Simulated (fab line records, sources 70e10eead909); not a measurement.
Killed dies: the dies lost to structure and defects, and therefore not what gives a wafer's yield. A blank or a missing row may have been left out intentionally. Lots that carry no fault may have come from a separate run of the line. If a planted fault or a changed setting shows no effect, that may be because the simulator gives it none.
fab line records ; flow nandHarc ; part 1 of 2: steps 1 to 23 of 31
record: lots: 5; wafers: 15; lastDay: 24
route steps=1159 shown A_CONTACT@924
lots with no fault: from the same line, run without faults
startH: hours from the record's opening day to when the first of the lot's shown wafers began ; waitH: how many hours have passed since the lot's step before this one ; " identical to the entry in the row above ; L1.1+2: a row that stands for several wafers ; - value missing, or start not given ; * or withheld: withheld ; < > ~ a bound
route shown NAME@n: names a module that has steps shown in the file, with the first one's number in the route ; usual: mean/standard deviation taken from wafers without a fault ; same: alike in all rows ; chamber/n: place in a boat ; sites: the reading at each site ; _std_site: standard deviation across them ; _edge_site: mean of outer sites minus mean of inner sites ; radiusMm: for every site, how far away it sits from the centre of the wafer ; mask NAME#n: copy n ; behind: the most recent tool/chamber to have shaped the wafer ; hold: the reason the lot was held/the length of the hold in hours/how it ended ; device: which transistor (n, p or np) failed to switch ; end of line: the route-end tests of the same wafers ; step lacking rows: just its recipe ; killed: at the first sort, the dies lost to defects and structure; wafer yield is something else ; map: dies across one wafer; x = killed, . = not, _ = none there
set.NAME: the run value of the setting; set.NAME@STEP: its run value at that earlier step ; model.NAME: the simulator's own value behind a step, which no gauge read
lots at some steps of the route; a table a step, a row a wafer
services: from which hour (startH, from the record's first day; less than 0 if before it) a tool's chamber was out of use, for how many hours, and why
== steps ==
step: NHARC_A_CONTACT_DEP_85
recipe: targetThkA: 500; targetThkNm: 50; tempC: 400; pressureTorr: 3.5; flowSccm: 200; rfW: 350; material: SiON
usual: heaterPowerW: 773/110; rfFwdPowerW: 348.4/1.1
lot.wafer;tool;chamber;startH;waitH;heaterPowerW;rfFwdPowerW
L074.1;pecvd-03;2;374.56;1.1;776;349.9
L074.3;pecvd-03;0;374.56;1.1;788;349.3
L074.2;pecvd-03;1;374.56;1.1;832;348.8
L086.3;pecvd-01;0;446.85;0.7;972;348.5
L086.5;pecvd-01;2;446.85;0.7;594;347.5
L086.6;pecvd-01;1;446.85;0.7;628;348.5
L089.3;pecvd-01;1;473.96;0.6;640;348.1
L089.2;pecvd-01;0;473.96;0.6;955;347.1
L089.6;pecvd-01;0;473.96;0.6;978;349.1
L095.5;pecvd-01;0;514.49;0.3;926;348.7
L095.4;pecvd-01;1;514.49;0.3;605;348.2
L095.6;pecvd-01;2;514.49;0.3;677;346.5
L096.1;pecvd-01;2;523.30;1.1;690;348.0
L096.3;pecvd-01;0;523.30;1.1;806;347.7
L096.4;pecvd-01;1;523.30;1.1;670;347.1
step: NHARC_A_CONTACT_DEHYDRATE_00
recipe: tempC: 150; timeS: 120
lot.wafer;tool;chamber;startH;waitH
L074.1+2+3;lithoTrack-01;0;374.83;0.2
L086.3+5+6;lithoTrack-04;0;447.10;0.2
L089.2+3+6;lithoTrack-06;0;474.24;0.2
L095.4+5+6;lithoTrack-06;0;514.67;0.1
L096.1+3+4;lithoTrack-06;0;523.54;0.2
step: NHARC_A_CONTACT_HMDS_01
recipe: timeS: 30
lot.wafer;tool;chamber;startH;waitH
L074.1+2+3;lithoTrack-01;0;-;-
L086.3+5+6;lithoTrack-04;0;-;-
L089.2+3+6;lithoTrack-06;0;-;-
L095.4+5+6;lithoTrack-06;0;-;-
L096.1+3+4;lithoTrack-06;0;-;-
step: NHARC_A_CONTACT_COAT_86
recipe: tempC: 260; timeS: 75
lot.wafer;tool;chamber;startH;waitH
L074.1+2+3;lithoTrack-01;0;-;-
L086.3+5+6;lithoTrack-04;0;-;-
L089.2+3+6;lithoTrack-06;0;-;-
L095.4+5+6;lithoTrack-06;0;-;-
L096.1+3+4;lithoTrack-06;0;-;-
step: NHARC_A_CONTACT_COAT_87
recipe: tempC: 225; timeS: 65
lot.wafer;tool;chamber;startH;waitH
L074.1+2+3;lithoTrack-01;0;-;-
L086.3+5+6;lithoTrack-04;0;-;-
L089.2+3+6;lithoTrack-06;0;-;-
L095.4+5+6;lithoTrack-06;0;-;-
L096.1+3+4;lithoTrack-06;0;-;-
step: NHARC_A_CONTACT_COAT_02
recipe: spinRpm: 1500; resistThkNm: 90
lot.wafer;tool;chamber;startH;waitH
L074.1+2+3;lithoTrack-01;0;-;-
L086.3+5+6;lithoTrack-04;0;-;-
L089.2+3+6;lithoTrack-06;0;-;-
L095.4+5+6;lithoTrack-06;0;-;-
L096.1+3+4;lithoTrack-06;0;-;-
step: NHARC_A_CONTACT_SOFTBAKE_03
recipe: tempC: 105; timeS: 55
lot.wafer;tool;chamber;startH;waitH
L074.1+2+3;lithoTrack-01;0;-;-
L086.3+5+6;lithoTrack-04;0;-;-
L089.2+3+6;lithoTrack-06;0;-;-
L095.4+5+6;lithoTrack-06;0;-;-
L096.1+3+4;lithoTrack-06;0;-;-
step: NHARC_A_CONTACT_EBR_04
lot.wafer;tool;chamber;startH;waitH
L074.1+2+3;lithoTrack-01;0;-;-
L086.3+5+6;lithoTrack-04;0;-;-
L089.2+3+6;lithoTrack-06;0;-;-
L095.4+5+6;lithoTrack-06;0;-;-
L096.1+3+4;lithoTrack-06;0;-;-
step: NHARC_A_CONTACT_EXPOSE_05
recipe: na: 1.35; sigmaOuter: 0.8; doseMj: 84.24; maskId: A_CC
usual: stageVelMmS: 499.97/0.29
lot.wafer;tool;chamber;startH;waitH;mask;stageVelMmS
L074.1;arfiScanner-03;0;375.14;-;A_CC#0;499.93
L074.2;arfiScanner-03;0;375.14;-;A_CC#0;499.61
L074.3;arfiScanner-03;0;375.14;-;A_CC#0;499.75
L086.3;arfiScanner-01;0;447.41;-;A_CC#0;499.92
L086.5;arfiScanner-01;0;447.41;-;A_CC#0;499.90
L086.6;arfiScanner-01;0;447.41;-;A_CC#0;499.78
L089.2;arfiScanner-01;0;474.42;-;A_CC#0;499.80
L089.3;arfiScanner-01;0;474.42;-;A_CC#0;499.93
L089.6;arfiScanner-01;0;474.42;-;A_CC#0;500.02
L095.4;arfiScanner-01;0;515.00;-;A_CC#0;499.49
L095.5;arfiScanner-01;0;515.00;-;A_CC#0;499.50
L095.6;arfiScanner-01;0;515.00;-;A_CC#0;499.82
L096.1;arfiScanner-02;0;523.72;-;A_CC#0;500.10
L096.3;arfiScanner-02;0;523.72;-;A_CC#0;499.98
L096.4;arfiScanner-02;0;523.72;-;A_CC#0;499.54
step: NHARC_A_CONTACT_PEB_06
recipe: pebTempC: 100; pebTimeS: 65
lot.wafer;tool;chamber;startH;waitH
L074.1+2+3;lithoTrack-04;0;375.20;0.1
L086.3+5+6;lithoTrack-04;0;447.47;0.0
L089.2+3+6;lithoTrack-01;0;474.49;0.1
L095.4+5+6;lithoTrack-04;0;515.05;0.0
L096.1+3+4;lithoTrack-04;0;523.78;0.1
step: NHARC_A_CONTACT_DEVELOP_07
recipe: developTimeS: 35; devTempC: 23
lot.wafer;tool;chamber;startH;waitH
L074.1+2+3;lithoTrack-04;0;-;-
L086.3+5+6;lithoTrack-04;0;-;-
L089.2+3+6;lithoTrack-01;0;-;-
L095.4+5+6;lithoTrack-04;0;-;-
L096.1+3+4;lithoTrack-04;0;-;-
step: NHARC_A_CONTACT_CD_MEAS_08
recipe: targetCdNm: 100; landingEnergyEv: 500
usual: cdNm: 99.9/0.41
lot.wafer;tool;chamber;startH;waitH;cdNm
L074.1;cdSem-01;0;375.28;-;100.0
L074.2;cdSem-01;0;375.28;-;99.9
L074.3;cdSem-01;0;375.28;-;99.7
L086.3;cdSem-01;0;447.55;-;100.3
L086.5;cdSem-01;0;447.55;-;99.0
L086.6;cdSem-01;0;447.55;-;100.1
L089.2;cdSem-01;0;474.57;-;100.0
L089.3;cdSem-01;0;474.57;-;100.4
L089.6;cdSem-01;0;474.57;-;100.3
L095.4;cdSem-01;0;515.13;-;100.1
L095.5;cdSem-01;0;515.13;-;100.5
L095.6;cdSem-01;0;515.13;-;99.5
L096.1;cdSem-02;0;523.86;-;100.0
L096.3;cdSem-02;0;523.86;-;100.5
L096.4;cdSem-02;0;523.86;-;100.5
step: NHARC_A_CONTACT_OVL_MEAS_09
usual: overlayXNm: -0.3/0.87; overlayYNm: 0.0/0.96
lot.wafer;tool;chamber;startH;waitH;overlayXNm;overlayYNm
L074.1;overlay-01;-;375.37;-;-0.2;-1.1
L074.2;overlay-01;-;375.37;-;-0.1;-0.9
L074.3;overlay-01;-;375.37;-;-0.1;-1.2
L086.3;overlay-02;-;447.63;-;-0.9;-0.8
L086.5;overlay-02;-;447.63;-;-1.1;-0.9
L086.6;overlay-02;-;447.63;-;-0.6;-0.4
L089.2;overlay-01;-;474.67;-;-0.5;1.2
L089.3;overlay-01;-;474.67;-;-0.9;1.4
L089.6;overlay-01;-;474.67;-;-0.8;0.8
L095.4;overlay-02;-;515.21;-;-0.4;0.4
L095.5;overlay-02;-;515.21;-;-0.9;0.0
L095.6;overlay-02;-;515.21;-;-1.1;0.9
L096.1;overlay-01;-;523.95;-;0.3;-0.3
L096.3;overlay-01;-;523.95;-;0.0;0.2
L096.4;overlay-01;-;523.95;-;0.2;-0.6
step: NHARC_A_CONTACT_INSPECT_10
usual: rawDefectCount: 30/15
lot.wafer;tool;chamber;startH;waitH;rawDefectCount
L074.1;defectInspect-01;-;375.40;0.0;47
L074.2;defectInspect-01;-;375.40;0.0;45
L074.3;defectInspect-01;-;375.40;0.0;52
L086.3;defectInspect-01;-;447.67;0.0;36
L086.5;defectInspect-01;-;447.67;0.0;28
L086.6;defectInspect-01;-;447.67;0.0;24
L089.2;defectInspect-01;-;474.70;0.0;38
L089.3;defectInspect-01;-;474.70;0.0;39
L089.6;defectInspect-01;-;474.70;0.0;24
L095.4;defectInspect-01;-;515.25;0.0;18
L095.5;defectInspect-01;-;515.25;0.0;18
L095.6;defectInspect-01;-;515.25;0.0;19
L096.1;defectInspect-01;-;523.99;0.0;44
L096.3;defectInspect-01;-;523.99;0.0;41
L096.4;defectInspect-01;-;523.99;0.0;44
step: NHARC_A_CONTACT_DESCUM_13
recipe: timeS: 3; o2FlowSccm: 200; arFlowSccm: 0; biasPowerW: 0; chemistry: O2
usual: drypumpMotorCurrentA: 5.76/0.29; oesProductAu: 1.000/0.0076; rfVppV: 57.9/0.86; showerheadPlenumPTorr: 1.96/0.076; throttleValvePct: 11.312/0.0091
lot.wafer;tool;chamber;startH;waitH;drypumpMotorCurrentA;oesProductAu;rfHoursCounterH;rfVppV;showerheadPlenumPTorr;throttleValvePct
L074.3;rieDiel-10;2;375.46;0.1;6.02;1.004;2;57.4;1.97;11.315
L074.2;rieDiel-10;3;375.46;0.1;5.89;0.999;2;58.2;2.04;11.326
L074.1;rieDiel-10;0;375.46;0.1;5.31;0.988;2;58.1;2.02;11.295
L086.3;rieDiel-10;3;447.85;0.2;5.87;0.994;18;58.6;2.03;11.315
L086.6;rieDiel-10;1;447.85;0.2;5.61;0.981;-;58.4;1.90;11.313
L086.5;rieDiel-10;2;447.85;0.2;6.09;0.998;-;57.6;1.97;11.311
L089.2;rieDiel-10;2;474.81;0.1;6.04;1.014;25;57.5;1.97;11.306
L089.3;rieDiel-10;3;474.81;0.1;5.90;0.994;23;57.0;2.03;11.315
L089.6;rieDiel-10;1;474.81;0.1;5.61;1.003;-;58.1;1.90;11.304
L095.4;rieDiel-07;2;515.33;0.1;6.05;1.004;38;56.9;1.79;11.318
L095.6;rieDiel-07;0;515.33;0.1;6.27;1.005;-;58.7;2.04;11.319
L095.5;rieDiel-07;1;515.33;0.1;5.59;0.994;-;58.0;1.77;11.298
L096.1;rieDiel-03;3;524.05;0.1;6.08;1.009;44;57.3;1.94;11.303
L096.4;rieDiel-03;0;524.05;0.1;5.48;1.006;45;56.4;1.92;11.312
L096.3;rieDiel-03;2;524.05;0.1;5.74;1.018;45;57.1;1.92;11.319
step: NHARC_A_CONTACT_ETCH_88
recipe: targetDepthA: 390; overEtchFrac: 0.3; timeS: 65; ionEnergyEv: 80; cf4FlowSccm: 150; arFlowSccm: 0; rfW: 300; biasW: 100; chemistry: CF4
usual: drypumpMotorCurrentA: 5.75/0.28; oesProductAu: 1.001/0.0081; rfFwdPowerW: 297.2/1.1; rfVppV: 151.6/1.1; showerheadPlenumPTorr: 1.81/0.064; throttleValvePct: 13.284/0.0093
lot.wafer;tool;chamber;startH;waitH;drypumpMotorCurrentA;oesProductAu;rfFwdPowerW;rfHoursCounterH;rfVppV;showerheadPlenumPTorr;throttleValvePct
L074.3;rieDiel-10;0;375.55;0.1;5.31;0.990;298.2;2;152.2;1.86;13.284
L074.1;rieDiel-10;1;375.55;0.1;5.64;1.004;298.0;2;151.0;1.76;13.292
L074.2;rieDiel-10;3;375.55;0.1;5.86;0.993;297.5;2;152.4;1.87;13.269
L086.3;rieDiel-10;0;447.92;0.1;5.30;0.985;296.9;19;154.1;1.85;13.279
L086.5;rieDiel-10;3;447.92;0.1;5.85;1.000;296.2;-;152.0;1.87;13.304
L086.6;rieDiel-10;0;447.92;0.1;5.30;0.996;298.4;-;153.4;1.85;13.273
L089.2;rieDiel-10;1;474.88;0.1;5.61;1.006;297.4;25;149.5;1.75;13.269
L089.3;rieDiel-10;2;474.88;0.1;6.03;1.011;296.7;25;152.2;1.81;13.279
L089.6;rieDiel-10;1;474.88;0.1;5.65;0.988;297.2;-;151.3;1.75;13.275
L095.4;rieDiel-07;1;515.41;0.1;5.54;0.998;297.0;33;149.5;1.65;13.290
L095.6;rieDiel-07;3;515.41;0.1;5.70;0.998;298.1;-;151.7;1.79;13.281
L095.5;rieDiel-07;0;515.41;0.1;6.20;0.988;296.0;-;152.1;1.88;13.286
L096.4;rieDiel-03;2;524.18;0.1;5.76;1.015;296.9;45;151.3;1.78;13.277
L096.3;rieDiel-03;0;524.18;0.1;5.44;1.009;300.7;45;151.0;1.78;13.292
L096.1;rieDiel-03;1;524.18;0.1;5.75;1.000;296.9;46;153.0;1.86;13.292
step: NHARC_A_CONTACT_ETCH_89
recipe: targetDepthA: 2600; overEtchFrac: 0.3; timeS: 475.3; ionEnergyEv: 200; n2FlowSccm: 150; h2FlowSccm: 150; arFlowSccm: 0; rfW: 400; biasW: 150; chemistry: N2/H2
usual: drypumpMotorCurrentA: 5.76/0.28; oesProductAu: 1.002/0.0082; rfFwdPowerW: 399.4/1.2; rfVppV: 431.7/2.4; showerheadPlenumPTorr: 2.08/0.084; throttleValvePct: 14.171/0.01
lot.wafer;tool;chamber;startH;waitH;drypumpMotorCurrentA;oesProductAu;rfFwdPowerW;rfHoursCounterH;rfVppV;showerheadPlenumPTorr;throttleValvePct
L074.1;rieDiel-10;1;-;-;5.63;1.005;398.7;2;428.3;2.03;14.177
L074.2;rieDiel-10;2;-;-;6.04;1.010;398.6;2;433.1;2.11;14.182
L074.3;rieDiel-10;3;-;-;5.90;1.000;399.3;2;433.9;2.17;14.188
L086.3;rieDiel-10;2;-;-;6.08;0.998;399.4;19;432.4;2.10;14.162
L086.6;rieDiel-10;2;-;-;6.02;1.006;399.5;-;432.1;2.10;14.162
L086.5;rieDiel-10;3;-;-;5.87;0.991;400.3;-;433.2;2.17;14.168
L089.3;rieDiel-10;3;-;-;5.88;1.001;398.6;23;433.6;2.17;14.162
L089.2;rieDiel-10;0;-;-;5.29;1.000;400.7;24;433.5;2.15;14.164
L089.6;rieDiel-10;2;-;-;6.02;1.014;398.2;-;432.3;2.10;14.177
L095.4;rieDiel-07;3;-;-;5.72;0.989;401.0;35;431.3;2.06;14.192
L095.6;rieDiel-07;1;-;-;5.61;1.008;398.7;-;425.2;1.88;14.179
L095.5;rieDiel-07;2;-;-;6.05;1.002;398.5;-;427.3;1.91;14.177
L096.1;rieDiel-03;3;-;-;6.06;1.014;400.3;44;428.8;2.07;14.189
L096.3;rieDiel-03;0;-;-;5.50;1.023;399.8;45;431.7;2.05;14.168
L096.4;rieDiel-03;1;-;-;5.76;1.016;398.5;46;433.3;2.16;14.177
step: NHARC_A_CONTACT_ETCH_30
recipe: targetDepthA: 605; timeS: 30.2; cf4FlowSccm: 100; chf3FlowSccm: 30; arFlowSccm: 0; rfW: 500; biasW: 200; chemistry: CF4/CHF3
usual: drypumpMotorCurrentA: 5.76/0.28; oesProductAu: 0.933/0.018; rfFwdPowerW: 492.2/2.5; rfVppV: 371.6/1.9; showerheadPlenumPTorr: 1.61/0.057; throttleValvePct: 16.802/0.0095
lot.wafer;tool;chamber;startH;waitH;drypumpMotorCurrentA;oesProductAu;rfFwdPowerW;rfHoursCounterH;rfVppV;showerheadPlenumPTorr;throttleValvePct
L074.3;rieDiel-10;1;-;-;5.64;0.927;492.1;2;369.0;1.57;16.797
L074.1;rieDiel-10;3;-;-;5.89;0.914;493.9;2;372.9;1.67;16.793
L074.2;rieDiel-10;0;-;-;5.30;0.923;495.1;2;372.8;1.66;16.807
L086.3;rieDiel-10;2;-;-;6.02;0.929;493.2;19;373.1;1.62;16.787
L086.6;rieDiel-10;1;-;-;5.62;0.932;487.9;-;369.2;1.56;16.788
L086.5;rieDiel-10;2;-;-;6.08;0.926;492.9;-;372.6;1.62;16.802
L089.3;rieDiel-10;3;-;-;5.86;0.914;491.8;23;372.2;1.66;16.798
L089.2;rieDiel-10;0;-;-;5.29;0.921;495.5;24;373.7;1.65;16.814
L089.6;rieDiel-10;0;-;-;5.29;0.925;494.0;-;372.3;1.65;16.793
L095.4;rieDiel-07;3;-;-;5.65;0.908;494.7;35;371.7;1.59;16.808
L095.5;rieDiel-07;3;-;-;5.67;0.921;492.5;-;372.1;1.59;16.796
L095.6;rieDiel-07;0;-;-;6.25;0.906;488.6;-;373.7;1.67;16.815
L096.1;rieDiel-03;2;-;-;5.74;0.932;491.2;45;369.6;1.58;16.813
L096.3;rieDiel-03;3;-;-;6.06;0.925;494.2;44;370.7;1.59;16.812
L096.4;rieDiel-03;1;-;-;5.79;0.941;489.9;46;372.4;1.66;16.810
step: NHARC_A_CONTACT_ETCH_31
recipe: targetDepthA: 20000; overEtchFrac: 0.3; timeS: 520; ionEnergyEv: 150; o2FlowSccm: 400; cosFlowSccm: 20; arFlowSccm: 0; rfW: 500; biasW: 300; chemistry: O2/COS
usual: drypumpMotorCurrentA: 5.75/0.28; oesProductAu: 0.999/0.0074; rfFwdPowerW: 499.7/1.5; rfVppV: 315.0/1.9; showerheadPlenumPTorr: 3.19/0.12; throttleValvePct: 28.331/0.0076
lot.wafer;tool;chamber;startH;waitH;drypumpMotorCurrentA;oesProductAu;rfFwdPowerW;rfHoursCounterH;rfVppV;showerheadPlenumPTorr;throttleValvePct
L074.3;rieDiel-10;1;-;-;5.64;1.000;498.6;2;314.3;3.11;28.343
L074.2;rieDiel-10;3;-;-;5.87;1.002;499.4;2;317.2;3.31;28.335
L074.1;rieDiel-10;0;-;-;5.33;0.996;500.2;2;316.5;3.28;28.327
L086.3;rieDiel-10;0;-;-;5.33;0.991;501.4;19;316.6;3.28;28.310
L086.5;rieDiel-10;0;-;-;5.32;0.989;498.6;-;315.6;3.28;28.327
L086.6;rieDiel-10;1;-;-;5.64;1.004;496.9;-;314.7;3.10;28.345
L089.2;rieDiel-10;0;-;-;5.33;0.988;499.9;24;316.7;3.27;28.316
L089.3;rieDiel-10;1;-;-;5.61;0.996;499.3;26;314.0;3.09;28.327
L089.6;rieDiel-10;0;-;-;5.33;0.994;500.5;-;315.6;3.27;28.329
L095.4;rieDiel-07;1;-;-;5.59;0.997;500.7;34;310.2;2.90;28.314
L095.5;rieDiel-07;0;-;-;6.20;0.986;500.0;-;316.3;3.32;28.330
L095.6;rieDiel-07;1;-;-;5.58;0.994;499.3;-;310.6;2.90;28.336
L096.4;rieDiel-03;1;-;-;5.79;0.991;497.0;46;316.4;3.28;28.339
L096.1;rieDiel-03;2;-;-;5.75;0.996;497.1;45;313.6;3.14;28.329
L096.3;rieDiel-03;3;-;-;6.04;0.996;500.0;45;315.9;3.16;28.336
step: NHARC_A_CONTACT_ETCH_134
recipe: sourceW: withheld; pressureMtorr: 20; biasV: withheld; timeS: 140; targetDepthA: 7000; arFlowSccm: withheld; c4f8FlowSccm: withheld; o2FlowSccm: withheld; chemistry: C4F8/O2/Ar
usual: oesAirLineAu: 0.999/0.021
lot.wafer;tool;chamber;startH;waitH;oesAirLineAu;rfHoursCounterH
L074.2;harCapEtch-02;1;376.51;-;1.006;10
L074.1;harCapEtch-02;0;376.51;-;1.002;10
L074.3;harCapEtch-02;1;376.51;-;0.998;-
L086.3;harCapEtch-02;1;448.89;-;1.011;-
L086.6;harCapEtch-02;1;448.89;-;0.998;-
L086.5;harCapEtch-02;0;448.89;-;0.998;-
L089.2;harCapEtch-01;0;475.79;-;0.980;74
L089.3;harCapEtch-01;0;475.79;-;0.948;-
L089.6;harCapEtch-01;1;475.79;-;1.019;-
L095.4;harCapEtch-01;0;516.91;-;1.013;-
L095.5;harCapEtch-01;0;516.91;-;1.019;-
L095.6;harCapEtch-01;1;516.91;-;1.011;-
L096.1;harCapEtch-03;0;525.08;-;1.008;110
L096.3;harCapEtch-03;0;525.08;-;1.016;-
L096.4;harCapEtch-03;1;525.08;-;0.995;-
step: NHARC_A_CONTACT_ETCH_135
recipe: sourceW: withheld; pressureMtorr: 20; biasV: 3000; timeS: 132; targetDepthA: 12870; arFlowSccm: withheld; c4f8FlowSccm: withheld; o2FlowSccm: withheld; chemistry: C4F8/O2/Ar
usual: oesAirLineAu: 1.001/0.023
lot.wafer;tool;chamber;startH;waitH;oesAirLineAu;rfHoursCounterH
L074.2;harCapEtch-02;1;376.79;0.2;1.032;10
L074.1;harCapEtch-02;0;376.79;0.2;1.078;10
L074.3;harCapEtch-02;1;376.79;0.2;1.022;-
L086.3;harCapEtch-02;1;449.06;0.1;0.998;-
L086.6;harCapEtch-02;1;449.06;0.1;1.021;-
L086.5;harCapEtch-02;0;449.06;0.1;1.010;-
L089.2;harCapEtch-01;0;476.06;0.2;0.997;75
L089.3;harCapEtch-01;0;476.06;0.2;1.020;-
L089.6;harCapEtch-01;1;476.06;0.2;1.003;-
L095.4;harCapEtch-01;0;517.08;0.1;1.009;-
L095.5;harCapEtch-01;0;517.08;0.1;1.011;-
L095.6;harCapEtch-01;1;517.08;0.1;0.974;-
L096.1;harCapEtch-03;0;525.28;0.2;0.985;110
L096.3;harCapEtch-03;0;525.28;0.2;0.972;-
L096.4;harCapEtch-03;1;525.28;0.2;1.008;-
step: NHARC_A_CONTACT_ETCH_136
recipe: sourceW: withheld; pressureMtorr: 20; biasV: 3000; timeS: 132; targetDepthA: 12870; arFlowSccm: withheld; c4f8FlowSccm: withheld; o2FlowSccm: withheld; chemistry: C4F8/O2/Ar
usual: oesAirLineAu: 1.000/0.021
lot.wafer;tool;chamber;startH;waitH;oesAirLineAu;rfHoursCounterH
L074.2;harCapEtch-02;1;376.91;0.1;0.967;10
L074.1;harCapEtch-02;0;376.91;0.1;0.956;10
L074.3;harCapEtch-02;1;376.91;0.1;1.000;-
L086.3;harCapEtch-02;1;449.18;0.1;1.017;-
L086.6;harCapEtch-02;1;449.18;0.1;1.004;-
L086.5;harCapEtch-02;0;449.18;0.1;0.988;-
L089.2;harCapEtch-01;0;476.18;0.1;1.007;75
L089.3;harCapEtch-01;0;476.18;0.1;1.010;-
L089.6;harCapEtch-01;1;476.18;0.1;0.982;-
L095.4;harCapEtch-01;0;517.21;0.1;1.015;-
L095.5;harCapEtch-01;0;517.21;0.1;1.011;-
L095.6;harCapEtch-01;1;517.21;0.1;0.995;-
L096.1;harCapEtch-03;0;525.41;0.1;1.027;110
L096.3;harCapEtch-03;0;525.41;0.1;1.039;-
L096.4;harCapEtch-03;1;525.41;0.1;1.021;-
step: NHARC_A_CONTACT_ETCH_137
recipe: sourceW: withheld; pressureMtorr: 20; biasV: 3000; timeS: 132; targetDepthA: 12870; arFlowSccm: withheld; c4f8FlowSccm: withheld; o2FlowSccm: withheld; chemistry: C4F8/O2/Ar
usual: oesAirLineAu: 1.000/0.022
lot.wafer;tool;chamber;startH;waitH;oesAirLineAu;rfHoursCounterH
L074.2;harCapEtch-02;1;377.03;0.1;0.993;10
L074.1;harCapEtch-02;0;377.03;0.1;0.982;10
L074.3;harCapEtch-02;1;377.03;0.1;1.003;-
L086.3;harCapEtch-02;1;449.31;0.1;1.011;-
L086.6;harCapEtch-02;1;449.31;0.1;1.006;-
L086.5;harCapEtch-02;0;449.31;0.1;0.987;-
L089.2;harCapEtch-01;0;476.31;0.1;1.002;75
L089.3;harCapEtch-01;0;476.31;0.1;1.015;-
L089.6;harCapEtch-01;1;476.31;0.1;1.032;-
L095.4;harCapEtch-01;0;517.33;0.1;1.020;-
L095.5;harCapEtch-01;0;517.33;0.1;0.978;-
L095.6;harCapEtch-01;1;517.33;0.1;0.987;-
L096.1;harCapEtch-03;0;525.53;0.1;0.975;111
L096.3;harCapEtch-03;0;525.53;0.1;0.993;-
L096.4;harCapEtch-03;1;525.53;0.1;1.003;-
